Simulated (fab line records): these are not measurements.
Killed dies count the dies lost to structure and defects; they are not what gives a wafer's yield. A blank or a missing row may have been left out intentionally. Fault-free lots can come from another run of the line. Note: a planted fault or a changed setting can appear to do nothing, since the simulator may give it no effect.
Chamber matching | flow n5Finfet | 4 sister chambers for N5_BEOL_M7_STRIP_36 on rieDiel-06
The step strips in N2/H2. 8 wafers are shown with their chamber, then 7 later ones without.

## WAFERS PAIRED WITH THEIR CHAMBERS
wafer  | chamber | showerheadPlenumPTorr (Torr) | drypumpMotorCurrentA (A)
L074.5 | 3       | 2.32                         | 6.3
L077.6 | 0       | 2.47                         | 5.9
L081.2 | 3       | 2.32                         | 6.3
L087.1 | 1       | 2.59                         | 5.7
L087.2 | 2       | 2.59                         | 5.2
L087.3 | 0       | 2.47                         | 5.9
L085.1 | 2       | 2.59                         | 5.2
L085.4 | 1       | 2.58                         | 5.8

## WAFERS MISSING THEIR CHAMBER
wafer  | showerheadPlenumPTorr (Torr) | drypumpMotorCurrentA (A)
L085.5 | 2.31                         | 6.3
L090.1 | 2.46                         | 5.9
L090.4 | 2.31                         | 6.3
L090.5 | 2.46                         | 5.9
L094.1 | 2.46                         | 5.9
L094.4 | 2.31                         | 6.3
L094.6 | 2.46                         | 5.9

## WHICH CHAMBER EACH ONE RAN IN
wafer  | from the rows above | in truth
L085.5 | 3                   | 3
L090.1 | 0                   | 0
L090.4 | 3                   | 3
L090.5 | 0                   | 0
L094.1 | 0                   | 0
L094.4 | 3                   | 3
L094.6 | 0                   | 0
Correctly placed: 7 of 7. From these rows, 0 cannot be placed. Wrongly placed: 0.
How it was worked out, from the rows above alone: a wafer's distance from a chamber is the root of the sum, over the readings, of the square of ((its reading less the chamber's mean) divided by the reading's scatter). If the next closest chamber is less than 2 further off than the closest, the wafer can't be placed; otherwise it belongs to the closest. Each chamber's mean is taken over the wafers shown for it. The scatter is the square root of a quotient: the sum, over the shown wafers, of each reading's squared deviation from its chamber's mean, divided by wafers minus chambers.
